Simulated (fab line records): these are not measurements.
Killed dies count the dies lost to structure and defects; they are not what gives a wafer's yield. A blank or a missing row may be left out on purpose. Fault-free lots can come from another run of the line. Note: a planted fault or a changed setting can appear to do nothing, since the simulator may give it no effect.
fab line records	flow n5Finfet
record: lots: 7	wafers: 21
route steps=1938 shown BEOL_M14@1753 BEOL_M15@1808 PASS1_CAP@1873
startH: start of the lot's first displayed wafer, in hours after the record's first day	waitH: hours since the lot's step before	" the same as in the row above	L1.1+2: several wafers, shown together as one row	- either no value or no given start	* or withheld: withheld	< > ~ a bound
route shown NAME@n: NAME is a module with steps in the file, n the number in the route of the first one	usual: the fault-free wafers' mean and standard deviation	same: alike in all rows	chamber/n: place in a boat	sites: per-site readings	_std_site: the values' standard deviation	_edge_site: outer sites' mean less inner sites'	radiusMm: for every site, how far away it sits from the centre of the wafer	mask NAME#n: copy n	behind: the last tool/chamber to shape the wafer	hold: cause of the lot's hold/its duration in hours/its outcome	device: which transistor (n, p or np) failed to switch	end of line: the tests these same wafers got at the end of their route	a step with no rows: only its recipe	killed: the dies lost at the first sort to structure and to defects; this is not the yield of the wafer	map: per-die view of a wafer (x killed, . not killed, _ where there is no die)
set.NAME: the setting that was run; set.NAME@STEP: the one run at that earlier step	model.NAME: the simulator's own value behind a step, which no gauge read
lots run with intentionally changed settings; tables by step, rows by wafer
== steps ==
step: N5_BEOL_M14_TRENCH_ETCH_34
recipe: chemistry: C4F8/O2/Ar	target: SiO2	targetDepthA: 5566.5	maskMaterial: SOC	heInnerTorr: 15	heOuterTorr: 30	timeS: 126.9	ionEnergyEv: 800	pressureMtorr: 20	sourceW: 1905	biasW: 2040	Ar_flow_sccm: 400	C4F8_flow_sccm: 16	O2_flow_sccm: 12
lot.wafer	tool	chamber	startH	waitH	set.timeS	set.pebTempC@BEOL_M14_PEB_26	model.etch.depthNm	model.BEOL_M14.cdNm
L075.1	rieDiel-01	0	253.94	0.0	99.91	130	429.4	280.4
L075.2	"	1	"	"	126.9	130	549.5	278.4
L075.4	"	3	"	"	99.91	130	414.6	285
L082.2	rieDiel-03	1	315.01	0.0	126.9	130	570.9	283.4
L082.3	"	3	"	"	137.7	130	607.2	283.2
L082.5	"	1	"	"	137.7	126.8	626.8	266.4
L085.4	rieDiel-01	0	322.52	0.0	118.6	130	536	277.8
L085.5	"	3	"	"	126.9	130	538.1	281.4
L085.6	"	0	"	"	118.6	130	528.8	275
L086.2	rieDiel-03	0	340.73	0.0	126.9	130	532.8	278.4
L086.3	"	2	"	"	142.8	130	618.3	285.8
L086.4	"	1	"	"	142.8	130	644.2	276.4
L087.1	rieDiel-01	3	341.01	0.0	126.9	127.3	518.7	266.2
L087.2	"	0	"	"	126.9	130	567	278.8
L087.6	"	0	"	"	135	130	605.3	276.6
L089.1	rieDiel-01	0	357.04	0.0	126.9	130	569.4	274.8
L089.2	"	3	"	"	126.9	130	532.1	281
L089.4	"	1	"	"	126.9	130	547.2	278.2
L091.1	rieDiel-01	0	372.04	0.0	126.9	127.1	574.8	256.8
L091.4	"	1	"	"	147.6	127.1	643.9	261.4
L091.6	"	0	"	"	147.6	130	665.9	277.4
step: N5_BEOL_M14_STRIP_70
recipe: chemistry: C4F8/O2/Ar	resist: SiARC	rfFrequencyHz: 6e+07
step: N5_BEOL_M14_OCD_MEAS_35
usual: trenchDepthNm: 552/20
lot.wafer	tool	chamber	startH	waitH	set.timeS@BEOL_M14_TRENCH_ETCH_34	trenchDepthNm
L075.1	ocd-01	-	254.10	0.0	99.91	429
L075.2	"	-	"	"	126.9	550
L075.4	"	-	"	"	99.91	415
L082.2	ocd-01	-	315.17	0.0	126.9	571
L082.3	"	-	"	"	137.7	607
L082.5	"	-	"	"	137.7	627
L085.4	ocd-02	-	322.68	0.0	118.6	536
L085.5	"	-	"	"	126.9	538
L085.6	"	-	"	"	118.6	528
L086.2	ocd-01	-	340.88	0.0	126.9	533
L086.3	"	-	"	"	142.8	618
L086.4	"	-	"	"	142.8	644
L087.1	ocd-01	-	341.16	0.0	126.9	519
L087.2	"	-	"	"	126.9	567
L087.6	"	-	"	"	135	606
L089.1	ocd-02	-	357.19	0.0	126.9	569
L089.2	"	-	"	"	126.9	532
L089.4	"	-	"	"	126.9	547
L091.1	ocd-02	-	372.19	0.0	126.9	575
L091.4	"	-	"	"	147.6	644
L091.6	"	-	"	"	147.6	666
step: N5_BEOL_M14_STRIP_37
recipe: chemistry: O2	powerW: 600	tempC: 60	pressureMtorr: 30	rfFrequencyHz: 6e+07	biasPowerW: 0	overashFraction: 0.3	o2FlowSccm: 225
step: N5_BEOL_M14_ETCH_38
recipe: chemistry: CF4/N2	target: SiCN	targetDepthA: 1065	taperDeg: 2	timeS: 120.6	ionEnergyEv: 150	maskMaterial: SiO2	pressureMtorr: 40	sourceW: 430	biasW: 70	Ar_flow_sccm: 100	cf4FlowSccm: 60	n2FlowSccm: 60
lot.wafer	tool	chamber	startH	waitH	set.pebTempC@BEOL_M14_PEB_26	model.BEOL_M14.cdNm
L075.1	rieDiel-01	2	-	-	130	280.4
L075.2	"	3	"	"	130	278.4
L075.4	"	1	"	"	130	285
L082.2+3	rieDiel-05	3,1	-	-	130	283.4
L082.5	"	2	"	"	126.8	266.2
L085.4	rieDiel-03	3	-	-	130	277.8
L085.5	"	0	"	"	130	281.4
L085.6	"	3	"	"	130	275.2
L086.2	rieDiel-03	3	-	-	130	278.6
L086.3	"	2	"	"	130	285.8
L086.4	"	1	"	"	130	276.6
L087.1	rieDiel-03	3	-	-	127.3	266.4
L087.2	"	2	"	"	130	278.8
L087.6	"	3	"	"	130	276.8
L089.1	rieDiel-01	2	-	-	130	275
L089.2	"	1	"	"	130	281
L089.4	"	0	"	"	130	278.2
L091.1	rieDiel-03	1	-	-	127.1	256.8
L091.4	"	0	"	"	127.1	261.6
L091.6	"	1	"	"	130	277.4
step: N5_BEOL_M14_PRECLEAN_39
recipe: chemistry: residueRemover	timeS: 60	tempC: 40
step: N5_BEOL_M14_SRD_40
recipe: timeS: 30	tempC: 23	rinseLiquid: diw	dry: n2Spin	spinRpm: 1500	dryTimeS: 30
step: N5_BEOL_M14_ECD_47
recipe: material: Cu	targetThkA: 12480
step: N5_BEOL_M14_ANNEAL_48
recipe: tempC: 225	timeS: 90	ambient: N2
step: N5_BEOL_M14_CMP_49
recipe: stopOn: SiO2	tOverpolishS: 5.2	downForcePsi: 2	platenRpm: 80	clearingPlatenDownForcePsi: 2	clearingPlatenRpm: 80	postCmpClean: cuAlkaline	targetThkNm: 560	clearingPlatenPadVelocityMS: 1.5917	padVelocityMS: 1.5917
lot.wafer	tool	chamber	startH	waitH	set.timeS@BEOL_M14_TRENCH_ETCH_34	model.Cu_of_BEOL_M14_ECD_47.thkNm
L075.2	cmp-02	3	257.01	0.2	126.9	553.6
L075.4	"	0	"	"	99.91	419.4
L075.1	"	2	"	"	99.91	434.4
L082.2	cmp-03	0	320.55	0.2	126.9	575.8
L082.3	"	1	"	"	137.7	609.8
L082.5	"	0	"	"	137.7	631
L085.4	cmp-01	2	326.59	0.1	118.6	538.6
L085.6	"	2	"	"	118.6	531.2
L085.5	"	3	"	"	126.9	540.6
L086.3	cmp-03	0	343.84	0.2	142.8	623.4
L086.2	"	2	"	"	126.9	539
L086.4	"	3	"	"	142.8	649.6
L087.1	cmp-02	2	344.28	0.3	126.9	522.8
L087.2	"	1	"	"	126.9	571.4
L087.6	"	2	"	"	135	609.4
L089.1	cmp-03	3	359.25	0.3	126.9	574
L089.4	"	0	"	"	126.9	553
L089.2	"	1	"	"	126.9	535.4
L091.1	cmp-02	1	375.44	0.3	126.9	579.6
L091.4	"	0	"	"	147.6	646.2
L091.6	"	2	"	"	147.6	670.4
step: N5_BEOL_M14_THK_MEAS_50
recipe: thkMeasGauge: xrf	reads: Cu_of_BEOL_M14_ECD_47
usual: M14_THK: 555/21
lot.wafer	tool	chamber	startH	waitH	set.timeS@BEOL_M14_TRENCH_ETCH_34	M14_THK[nm]
L075.1	filmMetro-01	-	257.31	-	99.91	434
L075.2	"	-	"	"	126.9	552
L075.4	"	-	"	"	99.91	419
L082.2	filmMetro-01	-	320.80	-	126.9	568
L082.3	"	-	"	"	137.7	610
L082.5	"	-	"	"	137.7	630
L085.4	filmMetro-02	-	326.89	-	118.6	544
L085.5	"	-	"	"	126.9	544
L085.6	"	-	"	"	118.6	534
L086.2	filmMetro-02	-	344.14	-	126.9	542
L086.3	"	-	"	"	142.8	630
L086.4	"	-	"	"	142.8	659
L087.1	filmMetro-01	-	344.58	-	126.9	524
L087.2	"	-	"	"	126.9	572
L087.6	"	-	"	"	135	610
L089.1	filmMetro-02	-	359.55	-	126.9	572
L089.2	"	-	"	"	126.9	531
L089.4	"	-	"	"	126.9	551
L091.1	filmMetro-01	-	375.73	-	126.9	575
L091.4	"	-	"	"	147.6	645
L091.6	"	-	"	"	147.6	665
step: N5_BEOL_M14_PRE_CLEAN_52
recipe: gas: NH3	timeS: 15	tempC: withheld	rfPowerW: 300
step: N5_BEOL_M14_DEP_53
recipe: material: SiCN	targetThkA: 500	tempC: withheld	precursor: 3MS/NH3	pressureTorr: 3	rfW: 675	timeS: 17.8
step: N5_BEOL_M14_RS_MEAS_54
recipe: thkMeasGauge: four-point-probe	reads: Cu_of_BEOL_M14_ECD_47+Ta_of_BEOL_M14_SPUTTER_44+TaN_of_BEOL_M14_SPUTTER_43
usual: M14_RS: 0.0336/0.0013
lot.wafer	tool	chamber	startH	waitH	set.timeS@BEOL_M14_TRENCH_ETCH_34	M14_RS[ohm/sq]
L075.1	filmMetro-01	-	257.44	0.0	99.91	0.0431
L075.2	"	-	"	"	126.9	0.0336
L075.4	"	-	"	"	99.91	0.0447
L082.2	filmMetro-02	-	320.93	0.1	126.9	0.0323
L082.3	"	-	"	"	137.7	0.0304
L082.5	"	-	"	"	137.7	0.0294
L085.4	filmMetro-02	-	327.02	0.0	118.6	0.0346
L085.5	"	-	"	"	126.9	0.0344
L085.6	"	-	"	"	118.6	0.0351
L086.2	filmMetro-01	-	344.27	0.1	126.9	0.0345
L086.3	"	-	"	"	142.8	0.0298
L086.4	"	-	"	"	142.8	0.0285
L087.1	filmMetro-02	-	344.71	0.0	126.9	0.0357
L087.2	"	-	"	"	126.9	0.0325
L087.6	"	-	"	"	135	0.0305
L089.1	filmMetro-01	-	359.67	0.0	126.9	0.0324
L089.2	"	-	"	"	126.9	0.0348
L089.4	"	-	"	"	126.9	0.0337
L091.1	filmMetro-01	-	375.86	0.0	126.9	0.0320
L091.4	"	-	"	"	147.6	0.0287
L091.6	"	-	"	"	147.6	0.0277
step: N5_BEOL_M15_ETCH_61
recipe: chemistry: N2/H2	target: BARC	targetDepthA: 890	overetchA: 267	timeS: 67.9	ionEnergyEv: 200	pressureMtorr: 30	sourceW: 840	biasW: 150	n2FlowSccm: 200	h2FlowSccm: 200
lot.wafer	tool	chamber	startH	waitH	set.timeS	model.coat_of_BEOL_M15_COAT_22.thkNm
L075.1	rieDiel-04	1	260.35	0.0	53.98	729.6
L075.2	"	2	"	"	53.98	728.2
L075.4	"	2	"	"	67.9	714.4
L082.2	rieDiel-06	1	323.48	0.0	67.9	718.6
L082.3	"	0	"	"	77.9	706.8
L082.5	"	3	"	"	77.9	709
L085.4	rieDiel-02	3	329.53	0.0	63.71	729.2
L085.5	"	0	"	"	67.9	714.8
L085.6	"	1	"	"	63.71	721.2
L086.2	rieDiel-04	1	347.01	0.0	61.08	727.6
L086.3	"	3	"	"	67.9	721.4
L086.4	"	0	"	"	61.08	729
L087.1	rieDiel-06	2	347.39	0.0	67.9	717.2
L087.2	"	1	"	"	82.68	704.4
L087.6	"	2	"	"	67.9	716.2
L089.1	rieDiel-04	3	362.32	0.0	67.9	725.2
L089.2	"	0	"	"	67.9	726.2
L089.4	"	1	"	"	67.9	725.4
L091.1+6	rieDiel-04	2	378.38	0.0	67.9	717.6
L091.4	"	3	"	"	56.71	727.2
step: N5_BEOL_M15_TRENCH_ETCH_34
recipe: chemistry: C4F8/O2/Ar	target: SiO2	targetDepthA: 8729.3	heInnerTorr: 15	heOuterTorr: 30	timeS: 199	ionEnergyEv: 800	pressureMtorr: 20	sourceW: 1905	biasW: 2040	Ar_flow_sccm: 400	C4F8_flow_sccm: 16	O2_flow_sccm: 12
lot.wafer	tool	chamber	startH	waitH	set.timeS	model.etch.depthNm
L075.1	rieDiel-04	1	260.40	0.0	226.9	971.2
L075.2	"	2	"	"	199	860.5
L075.4	"	2	"	"	199	861.1
L082.2	rieDiel-06	1	323.53	0.0	161.2	698.3
L082.3	"	0	"	"	161.2	702.2
L082.5	"	3	"	"	199	871.4
L085.4	rieDiel-02	3	329.59	0.0	199	835.9
L085.5	"	0	"	"	231.7	1054
L085.6	"	1	"	"	199	907.9
L086.2	rieDiel-04	1	347.06	0.0	199	831.9
L086.3	"	3	"	"	199	872
L086.4	"	0	"	"	199	836.5
L087.1	rieDiel-06	2	347.44	0.0	199	877.1
L087.2	"	1	"	"	228.8	993.9
L087.6	"	2	"	"	228.8	1010
L089.1	rieDiel-04	3	362.37	0.0	199	870
L089.2	"	0	"	"	199	838.4
L089.4	"	1	"	"	199	839
L091.1	rieDiel-04	2	378.43	0.0	230.4	1001
L091.4	"	3	"	"	230.4	1019
L091.6	"	2	"	"	199	864.3
step: N5_BEOL_M15_STRIP_36
recipe: chemistry: O2	powerW: 600	tempC: 60	pressureMtorr: 30	rfFrequencyHz: 6e+07	biasPowerW: 0	overashFraction: 0.3	o2FlowSccm: 225
step: N5_BEOL_M15_ECD_47
recipe: material: Cu	targetThkA: 18600
step: N5_BEOL_M15_ANNEAL_48
recipe: tempC: 225	timeS: 90	ambient: N2
step: N5_BEOL_M15_CMP_49
recipe: stopOn: SiO2	tOverpolishS: 4.9	downForcePsi: 2	platenRpm: 80	clearingPlatenDownForcePsi: 2	clearingPlatenRpm: 80	postCmpClean: cuAlkaline	targetThkNm: 850	clearingPlatenPadVelocityMS: 1.5917	padVelocityMS: 1.5917
lot.wafer	tool	chamber	startH	waitH	set.timeS@BEOL_M15_TRENCH_ETCH_34	model.Cu_of_BEOL_M15_ECD_47.thkNm
L075.4	cmp-02	3	271.67	0.1	199	837
L075.1	"	0	"	"	226.9	947.4
L075.2	"	2	"	"	199	839.6
L082.3	cmp-03	3	327.26	0.3	161.2	679
L082.2	"	1	"	"	161.2	673.4
L082.5	"	3	"	"	199	848
L085.4	cmp-04	1	332.35	0.3	199	812.2
L085.6	"	3	"	"	199	887.4
L085.5	"	0	"	"	231.7	1033
L086.4	cmp-02	2	350.69	0.1	199	815
L086.3	"	3	"	"	199	848.4
L086.2	"	0	"	"	199	807.2
L087.2	cmp-04	2	353.14	0.2	228.8	971.4
L087.1	"	3	"	"	199	855.2
L087.6	"	3	"	"	228.8	989.2
L089.4	cmp-02	3	368.03	0.1	199	814.6
L089.2	"	1	"	"	199	813
L089.1	"	2	"	"	199	847.2
L091.4	cmp-02	1	384.33	0.2	230.4	996.6
L091.1	"	3	"	"	230.4	976.8
L091.6	"	0	"	"	199	841.4
step: N5_BEOL_M15_THK_MEAS_50
recipe: thkMeasGauge: xrf	reads: Cu_of_BEOL_M15_ECD_47
usual: M15_THK: 840/22
lot.wafer	tool	chamber	startH	waitH	set.timeS@BEOL_M15_TRENCH_ETCH_34	M15_THK[nm]
L075.1	filmMetro-01	-	271.96	-	226.9	948
L075.2	"	-	"	"	199	841
L075.4	"	-	"	"	199	839
L082.2	filmMetro-01	-	327.51	-	161.2	671
L082.3	"	-	"	"	161.2	673
L082.5	"	-	"	"	199	843
L085.4	filmMetro-01	-	332.57	-	199	808
L085.5	"	-	"	"	231.7	1030
L085.6	"	-	"	"	199	887
L086.2	filmMetro-01	-	350.99	-	199	803
L086.3	"	-	"	"	199	839
L086.4	"	-	"	"	199	806
L087.1	filmMetro-01	-	353.44	-	199	845
L087.2	"	-	"	"	228.8	959
L087.6	"	-	"	"	228.8	977
L089.1	filmMetro-02	-	368.33	-	199	841
L089.2	"	-	"	"	199	805
L089.4	"	-	"	"	199	809
L091.1	filmMetro-02	-	384.59	-	230.4	974
L091.4	"	-	"	"	230.4	1002
L091.6	"	-	"	"	199	844
step: N5_BEOL_M15_PRE_CLEAN_52
recipe: gas: NH3	timeS: 15	tempC: withheld	rfPowerW: 300
step: N5_BEOL_M15_DEP_53
recipe: material: SiCN	targetThkA: 500	tempC: withheld	precursor: 3MS/NH3	pressureTorr: 3	rfW: 675	timeS: 17.8
step: N5_BEOL_M15_RS_MEAS_54
recipe: thkMeasGauge: four-point-probe	reads: Cu_of_BEOL_M15_ECD_47+Ta_of_BEOL_M15_SPUTTER_44+TaN_of_BEOL_M15_SPUTTER_43
usual: M15_RS: 0.0218/0.00056
lot.wafer	tool	chamber	startH	waitH	set.timeS@BEOL_M15_TRENCH_ETCH_34	M15_RS[ohm/sq]
L075.1	filmMetro-01	-	272.09	0.0	226.9	0.0193
L075.2	"	-	"	"	199	0.0218
L075.4	"	-	"	"	199	0.0219
L082.2	filmMetro-02	-	327.64	0.1	161.2	0.0274
L082.3	"	-	"	"	161.2	0.0271
L082.5	"	-	"	"	199	0.0216
L085.4	filmMetro-02	-	332.70	0.0	199	0.0226
L085.5	"	-	"	"	231.7	0.0177
L085.6	"	-	"	"	199	0.0206
L086.2	filmMetro-01	-	351.12	0.1	199	0.0228
L086.3	"	-	"	"	199	0.0217
L086.4	"	-	"	"	199	0.0225
L087.1	filmMetro-02	-	353.57	0.0	199	0.0214
L087.2	"	-	"	"	228.8	0.0188
L087.6	"	-	"	"	228.8	0.0185
L089.1	filmMetro-02	-	368.46	0.0	199	0.0216
L089.2	"	-	"	"	199	0.0226
L089.4	"	-	"	"	199	0.0225
L091.1	filmMetro-02	-	384.74	0.1	230.4	0.0187
L091.4	"	-	"	"	230.4	0.0184
L091.6	"	-	"	"	199	0.0218
step: N5_PASSIVATION_PECVD_55
recipe: material: SiO2	targetThkA: 4000	tempC: 400	precursor: SiH4/N2O	pressureTorr: 2.7	rfW: 608	timeS: 22.5
lot.wafer	tool	chamber	startH	waitH	set.timeS	model.SiO2_of_PASSIVATION_PECVD_55.thkNm
L075.1	pecvd-03	0	278.42	0.0	22.5	392.4
L075.2	"	1	"	"	20.52	359
L075.4	"	2	"	"	22.5	394.6
L082.2	pecvd-01	1	333.76	0.0	24.67	435.6
L082.3	"	0	"	"	22.5	396.8
L082.5	"	2	"	"	24.67	443.8
L085.4	pecvd-01	1	340.54	0.0	22.5	405.6
L085.5	"	2	"	"	22.5	405.2
L085.6	"	0	"	"	22.5	407
L086.2	pecvd-03	2	356.84	0.0	22.5	398.6
L086.3+4	"	1,0	"	"	24.64	438
L087.1	pecvd-01	1	360.10	0.0	22.5	402
L087.2	"	0	"	"	22.5	397.8
L087.6	"	1	"	"	24.19	440.4
L089.1	pecvd-02	1	375.34	0.0	22.5	400.4
L089.2	"	0	"	"	22.5	403.2
L089.4	"	2	"	"	22.5	403.6
L091.1	pecvd-01	2	390.25	0.0	20	351.8
L091.4	"	2	"	"	22.5	402
L091.6	"	2	"	"	20	360.6
== key ==
split: step: N5_BEOL_M14_TRENCH_ETCH_34	setting: timeS	stated: 126.9	by: wafer
response: step: N5_BEOL_M14_TRENCH_ETCH_34	reading: model.etch.depthNm	change: +5.9	per: 1%	r: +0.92
response: step: N5_BEOL_M14_OCD_MEAS_35	reading: trenchDepthNm	change: +5.9	per: 1%	r: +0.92
response: step: N5_BEOL_M14_CMP_49	reading: model.Cu_of_BEOL_M14_ECD_47.thkNm	change: +5.83	per: 1%	r: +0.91
response: step: N5_BEOL_M14_THK_MEAS_50	reading: M14_THK	change: +5.94	per: 1%	r: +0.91
response: step: N5_BEOL_M14_RS_MEAS_54	reading: M14_RS	change: -0.000381	per: 1%	r: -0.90
split: step: N5_BEOL_M15_ETCH_61	setting: timeS	stated: 67.9	by: wafer
response: step: N5_BEOL_M15_ETCH_61	reading: model.coat_of_BEOL_M15_COAT_22.thkNm	change: -0.667	per: 1%	r: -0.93
split: step: N5_BEOL_M15_TRENCH_ETCH_34	setting: timeS	stated: 199	by: wafer
response: step: N5_BEOL_M15_TRENCH_ETCH_34	reading: model.etch.depthNm	change: +9.19	per: 1%	r: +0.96
response: step: N5_BEOL_M15_CMP_49	reading: model.Cu_of_BEOL_M15_ECD_47.thkNm	change: +9.2	per: 1%	r: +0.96
response: step: N5_BEOL_M15_THK_MEAS_50	reading: M15_THK	change: +9.11	per: 1%	r: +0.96
response: step: N5_BEOL_M15_RS_MEAS_54	reading: M15_RS	change: -0.00023	per: 1%	r: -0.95
split: step: N5_PASSIVATION_PECVD_55	setting: timeS	stated: 22.5	by: wafer
response: step: N5_PASSIVATION_PECVD_55	reading: model.SiO2_of_PASSIVATION_PECVD_55.thkNm	change: +4.32	per: 1%	r: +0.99
split outsideThisFile step=N5_BEOL_M14_PEB_26 setting=pebTempC
split outsideThisFile: this setting was split too, and the file shows its column; the key of that split is in another file
